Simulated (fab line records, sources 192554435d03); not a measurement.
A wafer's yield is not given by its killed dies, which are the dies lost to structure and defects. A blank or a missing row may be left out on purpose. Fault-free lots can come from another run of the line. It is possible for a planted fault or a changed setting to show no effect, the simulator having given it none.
Split-lot study / flow n5Finfet / 21 wafers read from 7 lots, route of 1938 steps

== ABOUT THE SPLIT ==
At N5_BEOL_M6_VIA_ETCH_34 (etches SiCOH lowk in C4F6/O2, target depth 126.3 nm, time 50.9 s), the setting timeS was moved away from the recipe's 50.9 s on 5 of the 21 wafers read, by -19.2% to +18.8%. All remaining wafers had this setting at the recipe value.

The reading comes from the split's own step.

== THE READING ==
etch.depthNm (the simulator's own value, which no gauge read), in nm, at N5_BEOL_M6_VIA_ETCH_34 (etches SiCOH lowk in C4F6/O2, target depth 126.3 nm, time 50.9 s). There is no usual value for it anywhere in the file. The 16 wafers here that ran the recipe average 126.4 nm, standard deviation 1.9 nm.

wafer=L078.1; tool, chamber at the split=rieDiel-01, 3; timeS as run, s=50.9; against the recipe=recipe; etch.depthNm, nm=127.9; against lot-mates on the recipe=-
wafer=L078.4; tool, chamber at the split=rieDiel-01, 1; timeS as run, s=55.37; against the recipe=+8.8%; etch.depthNm, nm=136.4; against lot-mates on the recipe=+8.5
wafer=L078.5; tool, chamber at the split=rieDiel-01, 0; timeS as run, s=55.37; against the recipe=+8.8%; etch.depthNm, nm=134.6; against lot-mates on the recipe=+6.7
wafer=L079.1; tool, chamber at the split=rieDiel-06, 1; timeS as run, s=50.9; against the recipe=recipe; etch.depthNm, nm=125.7; against lot-mates on the recipe=-
wafer=L079.2; tool, chamber at the split=rieDiel-06, 2; timeS as run, s=50.9; against the recipe=recipe; etch.depthNm, nm=130.5; against lot-mates on the recipe=-
wafer=L079.6; tool, chamber at the split=rieDiel-06, 2; timeS as run, s=50.9; against the recipe=recipe; etch.depthNm, nm=129.2; against lot-mates on the recipe=-
wafer=L080.1; tool, chamber at the split=rieDiel-01, 1; timeS as run, s=50.9; against the recipe=recipe; etch.depthNm, nm=127.9; against lot-mates on the recipe=-
wafer=L080.2; tool, chamber at the split=rieDiel-01, 0; timeS as run, s=50.9; against the recipe=recipe; etch.depthNm, nm=124.9; against lot-mates on the recipe=-
wafer=L080.3; tool, chamber at the split=rieDiel-01, 2; timeS as run, s=50.9; against the recipe=recipe; etch.depthNm, nm=125; against lot-mates on the recipe=-
wafer=L082.2; tool, chamber at the split=rieDiel-06, 3; timeS as run, s=50.9; against the recipe=recipe; etch.depthNm, nm=124.3; against lot-mates on the recipe=-
wafer=L082.4; tool, chamber at the split=rieDiel-06, 2; timeS as run, s=50.9; against the recipe=recipe; etch.depthNm, nm=128.5; against lot-mates on the recipe=-
wafer=L082.6; tool, chamber at the split=rieDiel-06, 1; timeS as run, s=50.9; against the recipe=recipe; etch.depthNm, nm=127.7; against lot-mates on the recipe=-
wafer=L083.1; tool, chamber at the split=rieDiel-01, 1; timeS as run, s=41.15; against the recipe=-19.2%; etch.depthNm, nm=103; against lot-mates on the recipe=-22.5
wafer=L083.5; tool, chamber at the split=rieDiel-01, 1; timeS as run, s=50.9; against the recipe=recipe; etch.depthNm, nm=126.7; against lot-mates on the recipe=-
wafer=L083.6; tool, chamber at the split=rieDiel-01, 0; timeS as run, s=50.9; against the recipe=recipe; etch.depthNm, nm=124.3; against lot-mates on the recipe=-
wafer=L085.4; tool, chamber at the split=rieDiel-03, 2; timeS as run, s=50.9; against the recipe=recipe; etch.depthNm, nm=124.5; against lot-mates on the recipe=-
wafer=L085.5; tool, chamber at the split=rieDiel-03, 0; timeS as run, s=60.49; against the recipe=+18.8%; etch.depthNm, nm=152.4; against lot-mates on the recipe=+27.1
wafer=L085.6; tool, chamber at the split=rieDiel-03, 3; timeS as run, s=50.9; against the recipe=recipe; etch.depthNm, nm=126.1; against lot-mates on the recipe=-
wafer=L097.2; tool, chamber at the split=rieDiel-06, 0; timeS as run, s=50.9; against the recipe=recipe; etch.depthNm, nm=124.7; against lot-mates on the recipe=-
wafer=L097.3; tool, chamber at the split=rieDiel-06, 1; timeS as run, s=47.05; against the recipe=-7.6%; etch.depthNm, nm=115.6; against lot-mates on the recipe=-9.2
wafer=L097.5; tool, chamber at the split=rieDiel-06, 1; timeS as run, s=50.9; against the recipe=recipe; etch.depthNm, nm=124.9; against lot-mates on the recipe=-

FIT RESULTS
A straight line over all 21 wafers: etch.depthNm changes by +1.26 nm for each +1% of timeS; r = +0.98; the points scatter about the line by 2 nm.
The same after taking each lot's own level away (the mean of its wafers on the recipe; 21 wafers): +1.23 nm for each +1%; r = +0.98; scatter 1.9 nm.
Per that fit: largest timeS move, reading shift of 24 nm.
Measured against the standard deviation above, the lots' own levels, which go from 124.80 to 128.47 nm, span 1.9 times it.
Consequently the slope shifts little with the lot-to-lot level, the two slopes agreeing.
Check: with one of the wafers moved furthest among these (-19.2%) left out of the fit, the line predicts -24.5 nm for it against its lot-mates. Against them it came out at -22.5 nm.

== FURTHER SPLITS ON THESE WAFERS ==
Before the reading, these wafers also passed through other splits. Each is held against what the fit with the lots' levels taken away leaves over:
other split on the same wafers=N5_BEOL_M6_COAT_63 spinRpm; wafers away from the commonest value=9; r with etch.depthNm (lot level and that fit taken away)=+0.15
other split on the same wafers=N5_BEOL_M6_COAT_22 spinRpm; wafers away from the commonest value=5; r with etch.depthNm (lot level and that fit taken away)=-0.20

== THE WHOLE CHAIN: every reading that the file lists as answering this split, in the file's order ==
step=N5_BEOL_M6_VIA_ETCH_34; what it does=etches SiCOH lowk in C4F6/O2, target depth 126.3 nm, time 50.9 s; reading=etch.depthNm (the simulator's own value, which no gauge read); change (the file's fit)=+1.26 nm for each +1% of the setting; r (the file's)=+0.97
step=N5_BEOL_M6_VIA_ETCH_34; what it does=etches SiCOH lowk in C4F6/O2, target depth 126.3 nm, time 50.9 s; reading=SOC_of_BEOL_M6_COAT_63.thkNm (the simulator's own value, which no gauge read); change (the file's fit)=-0.0533 nm for each +1% of the setting, in a fit together with spinRpm@BEOL_M6_COAT_63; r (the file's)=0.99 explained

== FILE'S OWN FIT ==
etch.depthNm changes by +1.26 nm for each +1% of timeS, r = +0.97.
